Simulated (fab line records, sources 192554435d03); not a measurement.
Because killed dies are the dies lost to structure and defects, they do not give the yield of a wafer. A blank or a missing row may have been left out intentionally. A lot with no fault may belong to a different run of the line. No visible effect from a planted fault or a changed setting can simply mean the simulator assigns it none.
Matching of chambers -- flow n5-finfet -- rie-diel-03 running N5_DUMMY_GATE_ETCH_42: 4 sister chambers
The step etches SiO2 in CHF3/O2, target depth 3.5 nm, time 31 s. 14 wafers are shown with their chamber, then 7 later ones without.

WAFERS PAIRED WITH THEIR CHAMBERS
wafer,chamber,showerhead-plenum-p-Torr (Torr),drypump-motor-current-A (A),throttle-valve-pct (%)
L078.1,3,2.38,5.4,19.06
L078.2,1,2.55,4.9,18.85
L078.4,0,2.38,5.7,18.90
L080.1,3,2.38,5.4,19.05
L080.5,2,2.51,6.6,18.63
L080.6,1,2.55,4.9,18.89
L086.1,1,2.54,4.9,18.91
L086.3,3,2.38,5.4,19.08
L086.4,0,2.37,5.6,18.92
L087.3,3,2.38,5.5,19.09
L087.4,1,2.54,4.9,18.89
L087.6,1,2.54,4.9,18.91
L088.3,1,2.54,4.9,18.90
L088.5,0,2.37,5.6,18.90

SIGNATURES (means of the wafers above)
reading,chamber 0,chamber 1,chamber 2,chamber 3,scatter within a chamber
showerhead-plenum-p-Torr,2.3733,2.5433,2.5100,2.3800,0.00447
drypump-motor-current-A,5.633,4.900,6.600,5.425,0.0376
throttle-valve-pct,18.9067,18.8917,18.6300,19.0700,0.0194
Rule: for a wafer and a chamber, the distance is found by dividing, reading by reading, the gap between the wafer's reading and the chamber's mean by the reading's scatter, squaring, summing and taking the root. The wafer belongs to the nearest chamber; if the next one is less than 2 further off, it can't be placed. How the scatter is found: for the shown wafers, subtract from each reading the mean of its chamber, square and add these, divide the total by (wafers less chambers), then take the root.

WAFERS WITHOUT THEIR CHAMBER
wafer,showerhead-plenum-p-Torr (Torr),drypump-motor-current-A (A),throttle-valve-pct (%)
L088.6,2.54,4.9,18.90
L094.1,2.54,4.9,18.93
L094.2,2.50,6.6,18.67
L094.6,2.37,5.7,18.93
L097.1,2.49,6.6,18.70
L097.3,2.53,4.9,18.93
L097.5,2.53,4.9,18.93

CHAMBER TAKEN BY EACH
wafer,from the rows above,in truth
L088.6,1,1
L094.1,1,1
L094.2,2,2
L094.6,0,0
L097.1,2,2
L097.3,1,1
L097.5,1,1
Correctly placed: 7 of 7. Left unplaced by these rows: 0. Number placed wrongly: 0.
